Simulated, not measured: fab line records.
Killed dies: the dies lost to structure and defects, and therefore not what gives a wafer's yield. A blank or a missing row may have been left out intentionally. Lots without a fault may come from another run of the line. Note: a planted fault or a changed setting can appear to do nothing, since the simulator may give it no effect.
Which tool was responsible? + flow n5Finfet + 66 wafers from 22 lots sampled at 6 of the route's 1938 steps

## WHAT EACH GAUGE READ, for each wafer
The record holds no reading of a measuring or inspecting step that can be judged against a usual standard deviation.

## WHICH TOOL RAN EACH LOT (tool, then ch and the chambers of the sampled wafers, then the start)
| lot  | N5_BEOL_M2_STRIP_19               | N5_BEOL_M2_DESCUM_33              | N5_BEOL_M2_ETCH_77                | N5_BEOL_M2_SURFACE_TREAT_85 | N5_BEOL_M2_SPUTTER_79       | N5_BEOL_M2_ANNEAL_80        |
|------|-----------------------------------|-----------------------------------|-----------------------------------|-----------------------------|-----------------------------|-----------------------------|
| L074 | rieDiel-02 ch 0,1, day 6 16:35    | rieDiel-02 ch 0,3, day 6 17:16    | rieDiel-02 ch 0,3, day 6 17:19    | pvdSputter-01, day 7 01:29  | pvdSputter-01, day 7 02:00  | pvdSputter-01, day 7 02:05  |
| L075 | rieDiel-04 ch 0,1,2, day 6 16:41  | rieDiel-02 ch 0,1,2, day 6 17:23  | rieDiel-02 ch 0,1,2, day 6 17:25  | pvdSputter-02, day 7 04:04  | pvdSputter-01, day 7 04:35  | pvdSputter-01, day 7 04:40  |
| L076 | rieDiel-03 ch 0,1,3, day 6 22:11  | rieDiel-04 ch 0,1,3, day 6 22:43  | rieDiel-04 ch 0,1,3, day 6 22:44  | pvdSputter-03, day 7 07:30  | pvdSputter-01, day 7 07:56  | pvdSputter-01, day 7 08:01  |
| L077 | rieDiel-04 ch 1,2, day 7 09:21    | rieDiel-02 ch 2,3, day 7 10:22    | rieDiel-02 ch 2,3, day 7 10:23    | pvdSputter-02, day 7 14:25  | pvdSputter-01, day 7 14:52  | pvdSputter-01, day 7 14:56  |
| L078 | rieDiel-04 ch 1,3, day 7 14:27    | rieDiel-02 ch 0,3, day 7 14:58    | rieDiel-02 ch 0,3, day 7 15:00    | pvdSputter-02, day 7 19:29  | pvdSputter-03, day 7 20:01  | pvdSputter-03, day 7 20:05  |
| L079 | rieDiel-02 ch 0,1,3, day 7 22:42  | rieDiel-03 ch 0,1,2, day 7 23:14  | rieDiel-03 ch 0,1,2, day 7 23:16  | pvdSputter-02, day 8 01:47  | pvdSputter-01, day 8 02:18  | pvdSputter-01, day 8 02:23  |
| L083 | rieDiel-04 ch 0,3, day 8 20:07    | rieDiel-03 ch 2,3, day 8 20:44    | rieDiel-03 ch 2,3, day 8 20:47    | pvdSputter-02, day 9 01:08  | pvdSputter-02, day 9 01:35  | pvdSputter-02, day 9 01:40  |
| L082 | rieDiel-04 ch 0,3, day 8 20:29    | rieDiel-03 ch 0,2,3, day 8 21:11  | rieDiel-03 ch 0,2,3, day 8 21:13  | pvdSputter-01, day 9 02:39  | pvdSputter-03, day 9 03:05  | pvdSputter-03, day 9 03:10  |
| L080 | rieDiel-02 ch 1,2,3, day 9 04:04  | rieDiel-04 ch 0,1, day 9 04:50    | rieDiel-04 ch 0,1, day 9 04:53    | pvdSputter-03, day 9 06:05  | pvdSputter-02, day 9 06:32  | pvdSputter-02, day 9 06:37  |
| L084 | rieDiel-04 ch 0,3, day 9 04:17    | rieDiel-03 ch 0,1,3, day 9 04:51  | rieDiel-03 ch 0,1,3, day 9 04:53  | pvdSputter-02, day 9 12:30  | pvdSputter-01, day 9 12:58  | pvdSputter-01, day 9 13:04  |
| L085 | rieDiel-03 ch 1,2, day 9 09:22    | rieDiel-04 ch 0,2,3, day 9 09:52  | rieDiel-04 ch 0,2,3, day 9 09:54  | pvdSputter-03, day 9 15:35  | pvdSputter-01, day 9 16:05  | pvdSputter-01, day 9 16:10  |
| L086 | rieDiel-04 ch 0,2,3, day 9 13:53  | rieDiel-04 ch 0,1, day 9 14:52    | rieDiel-04 ch 0,1, day 9 14:54    | pvdSputter-01, day 9 18:25  | pvdSputter-03, day 9 18:52  | pvdSputter-03, day 9 18:56  |
| L087 | rieDiel-02 ch 0,1,3, day 9 18:50  | rieDiel-03 ch 0,1,2, day 9 19:21  | rieDiel-03 ch 0,1,2, day 9 19:23  | pvdSputter-03, day 9 21:16  | pvdSputter-01, day 9 21:43  | pvdSputter-01, day 9 21:47  |
| L088 | rieDiel-04 ch 0,1,3, day 10 05:27 | rieDiel-04 ch 0,1,3, day 10 06:44 | rieDiel-04 ch 0,1,3, day 10 06:46 | pvdSputter-01, day 10 10:29 | pvdSputter-01, day 10 11:04 | pvdSputter-01, day 10 11:09 |
| L089 | rieDiel-04 ch 0,1,3, day 10 09:10 | rieDiel-03 ch 0,1,2, day 10 09:56 | rieDiel-03 ch 0,1,2, day 10 09:59 | pvdSputter-01, day 10 19:35 | pvdSputter-01, day 10 20:02 | pvdSputter-01, day 10 20:07 |
| L091 | rieDiel-04 ch 1,2,3, day 10 14:11 | rieDiel-03 ch 0,1,3, day 10 14:44 | rieDiel-03 ch 0,1,3, day 10 14:46 | pvdSputter-03, day 11 00:53 | pvdSputter-01, day 11 01:23 | pvdSputter-01, day 11 01:28 |
| L090 | rieDiel-04 ch 0,1,2, day 11 00:27 | rieDiel-04 ch 0,1, day 11 01:05   | rieDiel-04 ch 0,1, day 11 01:08   | pvdSputter-02, day 11 02:56 | pvdSputter-01, day 11 03:22 | pvdSputter-01, day 11 03:27 |
| L093 | rieDiel-02 ch 0,1,2, day 11 02:26 | rieDiel-03 ch 1,2,3, day 11 02:58 | rieDiel-03 ch 1,2,3, day 11 02:59 | pvdSputter-02, day 11 06:54 | pvdSputter-02, day 11 07:37 | pvdSputter-02, day 11 07:42 |
| L092 | rieDiel-03 ch 1,2,3, day 11 02:54 | rieDiel-02 ch 2,3, day 11 03:32   | rieDiel-02 ch 2,3, day 11 03:34   | pvdSputter-02, day 11 10:56 | pvdSputter-02, day 11 13:19 | pvdSputter-02, day 11 13:23 |
| L094 | rieDiel-04 ch 0,1,3, day 11 16:02 | rieDiel-03 ch 0,3, day 11 16:34   | rieDiel-03 ch 0,3, day 11 16:35   | pvdSputter-02, day 11 21:45 | pvdSputter-03, day 11 22:26 | pvdSputter-03, day 11 22:31 |
| L096 | rieDiel-03 ch 0,2,3, day 12 01:10 | rieDiel-02 ch 0,1,2, day 12 01:41 | rieDiel-02 ch 0,1,2, day 12 01:43 | pvdSputter-03, day 12 03:16 | pvdSputter-02, day 12 03:44 | pvdSputter-02, day 12 03:49 |
| L095 | rieDiel-04 ch 0,3, day 12 01:20   | rieDiel-02 ch 0,1,3, day 12 01:56 | rieDiel-02 ch 0,1,3, day 12 01:59 | pvdSputter-01, day 12 04:03 | pvdSputter-02, day 12 05:39 | pvdSputter-02, day 12 05:44 |
- N5_BEOL_M2_STRIP_19: strips in O2.
- N5_BEOL_M2_DESCUM_33: chemistry O2, time 7 s.
- N5_BEOL_M2_ETCH_77: etches underlayer in N2/H2, target depth 6.5 nm, time 5.2 s.
- N5_BEOL_M2_SURFACE_TREAT_85
- N5_BEOL_M2_SPUTTER_79: material Cu, target thk 4.5 nm, time 8.29 s.
- N5_BEOL_M2_ANNEAL_80: time 240 s.

## WHAT THE TOOLS THEMSELVES READ (means of the sampled wafers that have a number; where no wafer has one, the mark that the record gives instead)
N5_BEOL_M2_STRIP_19.
| lot  | tool       | chamberPressureMTorr (mTorr) | drypumpMotorCurrentA (A) | oesProductAu (a.u.) | rfVppV (V) | showerheadPlenumPTorr (Torr) | throttleValvePct (%) |
|------|------------|------------------------------|--------------------------|---------------------|------------|------------------------------|----------------------|
| L074 | rieDiel-02 | 29.971                       | 5.3                      | 0.78                | 3.8        | 2.07                         | 16.57                |
| L075 | rieDiel-04 | 30.012                       | 6.0                      | 0.75                | 4.1        | 2.12                         | 16.83                |
| L076 | rieDiel-03 | 29.977                       | 5.5                      | 0.86                | 3.9        | 2.15                         | 16.56                |
| L077 | rieDiel-04 | 30.010                       | 6.3                      | 0.76                | 4.0        | 2.15                         | 16.86                |
| L078 | rieDiel-04 | 29.979                       | 5.8                      | 0.83                | 4.2        | 2.21                         | 16.59                |
| L079 | rieDiel-02 | 29.989                       | 5.3                      | 0.85                | 3.4        | 2.15                         | 16.51                |
| L083 | rieDiel-04 | 29.990                       | 5.5                      | 0.89                | 3.6        | 2.16                         | 16.46                |
| L082 | rieDiel-04 | 29.997                       | 5.7                      | 0.94                | 3.4        | 2.11                         | 16.45                |
| L080 | rieDiel-02 | 29.987                       | 5.0                      | 0.83                | 3.6        | 2.08                         | 16.51                |
| L084 | rieDiel-04 | 29.990                       | 5.7                      | 0.92                | 3.2        | 2.11                         | 16.45                |
| L085 | rieDiel-03 | 30.025                       | 5.6                      | 0.92                | 3.6        | 2.12                         | 16.35                |
| L086 | rieDiel-04 | 30.025                       | 5.6                      | 0.86                | 4.0        | 2.13                         | 16.58                |
| L087 | rieDiel-02 | 30.023                       | 5.3                      | 0.82                | 4.0        | 2.14                         | 16.55                |
| L088 | rieDiel-04 | 29.984                       | 5.9                      | 0.83                | 3.7        | 2.14                         | 16.64                |
| L089 | rieDiel-04 | 30.028                       | 5.9                      | 0.83                | 3.6        | 2.14                         | 16.64                |
| L091 | rieDiel-04 | 29.994                       | 5.9                      | 0.78                | 3.5        | 2.16                         | 16.76                |
| L090 | rieDiel-04 | 30.012                       | 6.0                      | 0.80                | 4.0        | 2.11                         | 16.75                |
| L093 | rieDiel-02 | 30.020                       | 5.5                      | 0.86                | 3.7        | 2.13                         | 16.44                |
| L092 | rieDiel-03 | 29.993                       | 5.3                      | 0.83                | 3.7        | 2.09                         | 16.52                |
| L094 | rieDiel-04 | 30.002                       | 5.9                      | 0.82                | 3.2        | 2.14                         | 16.66                |
| L096 | rieDiel-03 | 29.973                       | 5.4                      | 0.81                | 3.6        | 2.11                         | 16.60                |
| L095 | rieDiel-04 | 29.991                       | 5.7                      | 0.87                | 4.0        | 2.10                         | 16.51                |

N5_BEOL_M2_DESCUM_33.
| lot  | tool       | biasPowerW (W) | chamberPressureMTorr (mTorr) | drypumpMotorCurrentA (A) | oesProductAu (a.u.) | rfVppV (V) | showerheadPlenumPTorr (Torr) | throttleValvePct (%) |
|------|------------|----------------|------------------------------|--------------------------|---------------------|------------|------------------------------|----------------------|
| L074 | rieDiel-02 | 20.04          | 19.987                       | 5.7                      | 0.69                | 241.9      | 2.01                         | 20.52                |
| L075 | rieDiel-02 | 19.98          | 19.987                       | 5.5                      | 0.82                | 242.0      | 2.05                         | 20.29                |
| L076 | rieDiel-04 | 19.96          | 19.984                       | 5.9                      | 0.78                | 244.1      | 2.15                         | 20.50                |
| L077 | rieDiel-02 | 19.97          | 20.017                       | 5.2                      | 0.87                | 242.7      | 2.06                         | 20.20                |
| L078 | rieDiel-02 | 20.00          | 20.011                       | 5.7                      | 0.92                | 244.2      | 2.18                         | 20.25                |
| L079 | rieDiel-03 | 19.90          | 20.012                       | 5.7                      | 0.82                | 243.5      | 2.14                         | 20.31                |
| L083 | rieDiel-03 | 19.99          | 19.966                       | 5.2                      | 0.89                | 242.3      | 2.07                         | 20.22                |
| L082 | rieDiel-03 | 20.01          | 19.991                       | 5.4                      | 0.85                | 243.9      | 2.12                         | 20.31                |
| L080 | rieDiel-04 | 19.97          | 19.994                       | 6.1                      | 0.89                | 243.3      | 2.09                         | 20.39                |
| L084 | rieDiel-03 | 20.04          | 20.001                       | 5.5                      | 0.82                | 243.9      | 2.14                         | 20.34                |
| L085 | rieDiel-04 | 20.06          | 19.986                       | 5.6                      | 0.86                | 243.3      | 2.12                         | 20.35                |
| L086 | rieDiel-04 | 20.01          | 20.018                       | 6.3                      | 0.81                | 243.6      | 2.12                         | 20.56                |
| L087 | rieDiel-03 | 19.97          | 20.003                       | 5.7                      | 0.89                | 243.7      | 2.13                         | 20.19                |
| L088 | rieDiel-04 | 19.95          | 20.006                       | 5.9                      | 0.83                | 244.4      | 2.14                         | 20.41                |
| L089 | rieDiel-03 | 20.00          | 20.003                       | 5.7                      | 0.88                | 244.1      | 2.13                         | 20.21                |
| L091 | rieDiel-03 | 20.00          | 20.015                       | 5.5                      | 0.81                | 244.5      | 2.14                         | 20.36                |
| L090 | rieDiel-04 | 19.99          | 20.019                       | 6.4                      | 0.79                | 243.5      | 2.11                         | 20.57                |
| L093 | rieDiel-03 | 20.01          | 19.991                       | 5.3                      | 0.82                | 243.1      | 2.09                         | 20.28                |
| L092 | rieDiel-02 | 20.00          | 19.993                       | 5.0                      | 0.78                | 243.3      | 2.05                         | 20.34                |
| L094 | rieDiel-03 | 20.01          | 20.004                       | 5.6                      | 0.79                | 244.5      | 2.16                         | 20.43                |
| L096 | rieDiel-02 | 19.96          | 20.003                       | 5.5                      | 0.86                | 243.8      | 2.12                         | 20.22                |
| L095 | rieDiel-02 | 20.03          | 20.011                       | 5.3                      | 0.79                | 243.2      | 2.13                         | 20.32                |

N5_BEOL_M2_ETCH_77.
| lot  | tool       | chamberPressureMTorr (mTorr) | drypumpMotorCurrentA (A) | etchRfOnTimeS (s) | oesProductAu (a.u.) | rfVppV (V) | showerheadPlenumPTorr (Torr) | throttleValvePct (%) |
|------|------------|------------------------------|--------------------------|-------------------|---------------------|------------|------------------------------|----------------------|
| L074 | rieDiel-02 | 30.0                         | 5.7                      | 5.28              | 0.59                | 520.3      | 2.44                         | 17.96                |
| L075 | rieDiel-02 | 29.9                         | 5.5                      | 5.21              | 0.70                | 524.2      | 2.49                         | 17.75                |
| L076 | rieDiel-04 | 30.0                         | 5.9                      | 5.19              | 0.67                | 526.4      | 2.62                         | 17.94                |
| L077 | rieDiel-02 | 30.0                         | 5.2                      | 5.29              | 0.73                | 524.0      | 2.50                         | 17.70                |
| L078 | rieDiel-02 | 30.0                         | 5.7                      | 5.22              | 0.76                | 527.8      | 2.65                         | 17.67                |
| L079 | rieDiel-03 | 30.0                         | 5.7                      | 5.20              | 0.71                | 526.0      | 2.60                         | 17.75                |
| L083 | rieDiel-03 | 29.9                         | 5.2                      | 5.10              | 0.77                | 522.8      | 2.51                         | 17.65                |
| L082 | rieDiel-03 | 30.0                         | 5.4                      | 5.04              | 0.74                | 525.0      | 2.57                         | 17.76                |
| L080 | rieDiel-04 | 30.0                         | 6.1                      | 5.15              | 0.76                | 523.7      | 2.54                         | 17.88                |
| L084 | rieDiel-03 | 30.0                         | 5.5                      | 5.13              | 0.71                | 523.8      | 2.60                         | 17.75                |
| L085 | rieDiel-04 | 30.0                         | 5.6                      | 5.17              | 0.74                | 524.7      | 2.58                         | 17.73                |
| L086 | rieDiel-04 | 30.0                         | 6.3                      | 5.18              | 0.69                | 525.4      | 2.58                         | 18.06                |
| L087 | rieDiel-03 | 30.0                         | 5.7                      | 5.14              | 0.76                | 524.2      | 2.59                         | 17.61                |
| L088 | rieDiel-04 | 30.0                         | 5.9                      | 5.17              | 0.71                | 526.0      | 2.60                         | 17.85                |
| L089 | rieDiel-03 | 30.0                         | 5.7                      | 5.12              | 0.76                | 525.2      | 2.59                         | 17.64                |
| L091 | rieDiel-03 | 30.0                         | 5.5                      | 5.10              | 0.69                | 527.3      | 2.60                         | 17.79                |
| L090 | rieDiel-04 | 30.0                         | 6.4                      | 5.22              | 0.67                | 525.7      | 2.58                         | 18.10                |
| L093 | rieDiel-03 | 30.0                         | 5.3                      | 5.11              | 0.72                | 523.5      | 2.53                         | 17.69                |
| L092 | rieDiel-02 | 30.0                         | 5.0                      | 5.24              | 0.65                | 522.8      | 2.50                         | 17.82                |
| L094 | rieDiel-03 | 30.0                         | 5.6                      | 5.11              | 0.68                | 526.7      | 2.62                         | 17.91                |
| L096 | rieDiel-02 | 30.0                         | 5.6                      | 5.26              | 0.72                | 525.9      | 2.58                         | 17.67                |
| L095 | rieDiel-02 | 30.0                         | 5.3                      | 5.19              | 0.68                | 526.4      | 2.59                         | 17.75                |

N5_BEOL_M2_SPUTTER_79.
| lot  | tool          | throttleValvePct (%) |
|------|---------------|----------------------|
| L074 | pvdSputter-01 | 30.1                 |
| L075 | pvdSputter-01 | 30.2                 |
| L076 | pvdSputter-01 | 29.6                 |
| L077 | pvdSputter-01 | 30.0                 |
| L078 | pvdSputter-03 | 30.1                 |
| L079 | pvdSputter-01 | 29.6                 |
| L083 | pvdSputter-02 | 30.5                 |
| L082 | pvdSputter-03 | 30.8                 |
| L080 | pvdSputter-02 | 30.8                 |
| L084 | pvdSputter-01 | 30.4                 |
| L085 | pvdSputter-01 | 29.7                 |
| L086 | pvdSputter-03 | 30.9                 |
| L087 | pvdSputter-01 | 30.4                 |
| L088 | pvdSputter-01 | 29.4                 |
| L089 | pvdSputter-01 | 29.6                 |
| L091 | pvdSputter-01 | 30.1                 |
| L090 | pvdSputter-01 | 29.9                 |
| L093 | pvdSputter-02 | 30.1                 |
| L092 | pvdSputter-02 | 31.3                 |
| L094 | pvdSputter-03 | 30.7                 |
| L096 | pvdSputter-02 | 30.7                 |
| L095 | pvdSputter-02 | 30.7                 |

N5_BEOL_M2_ANNEAL_80.
| lot  | tool          | heaterPowerW (W) | susceptor_temp_C_max |
|------|---------------|------------------|----------------------|
| L074 | pvdSputter-01 | 847              | 401.5                |
| L075 | pvdSputter-01 | 849              | 401.1                |
| L076 | pvdSputter-01 | 856              | 401.2                |
| L077 | pvdSputter-01 | 847              | 401.6                |
| L078 | pvdSputter-03 | 764              | 401.2                |
| L079 | pvdSputter-01 | 837              | 401.5                |
| L083 | pvdSputter-02 | 807              | 401.1                |
| L082 | pvdSputter-03 | 781              | 401.2                |
| L080 | pvdSputter-02 | 799              | 401.3                |
| L084 | pvdSputter-01 | 858              | 401.4                |
| L085 | pvdSputter-01 | 841              | 401.3                |
| L086 | pvdSputter-03 | 799              | 401.1                |
| L087 | pvdSputter-01 | 867              | 401.8                |
| L088 | pvdSputter-01 | 845              | 401.1                |
| L089 | pvdSputter-01 | 841              | 401.2                |
| L091 | pvdSputter-01 | 869              | 401.5                |
| L090 | pvdSputter-01 | 870              | 401.8                |
| L093 | pvdSputter-02 | 801              | 401.1                |
| L092 | pvdSputter-02 | 864              | 401.0                |
| L094 | pvdSputter-03 | 779              | 400.9                |
| L096 | pvdSputter-02 | 811              | 401.2                |
| L095 | pvdSputter-02 | 802              | 401.0                |

## THE ANSWER, worked out from the rows above alone
Rule: the usual values come from the lots themselves. Put in order of their means at a reading, lots are off if they are a third of the lots or fewer, leave a main group of 4 or more, and stand apart from it by a gap of 3 or more times the standard deviation of the main group's means; of several such gaps the widest counts. The tables above print the reading to a certain number of digits; a main group whose means all agree to those digits is not used. A lot without any number at a reading at which 4 lots or more have one is off too. All remaining lots with rows at the step are treated as sound. The gauges are gone through in route order, then the tools' own readings, and for those a lot's mean is taken as printed above. At the first step where some lot is off, the reading lying furthest off is the one used; lots without a number count as furthest.
Across all readings shown, no lot is off: no conclusion can be drawn from this.

## WHAT WAS PUT IN BY THE SIMULATOR
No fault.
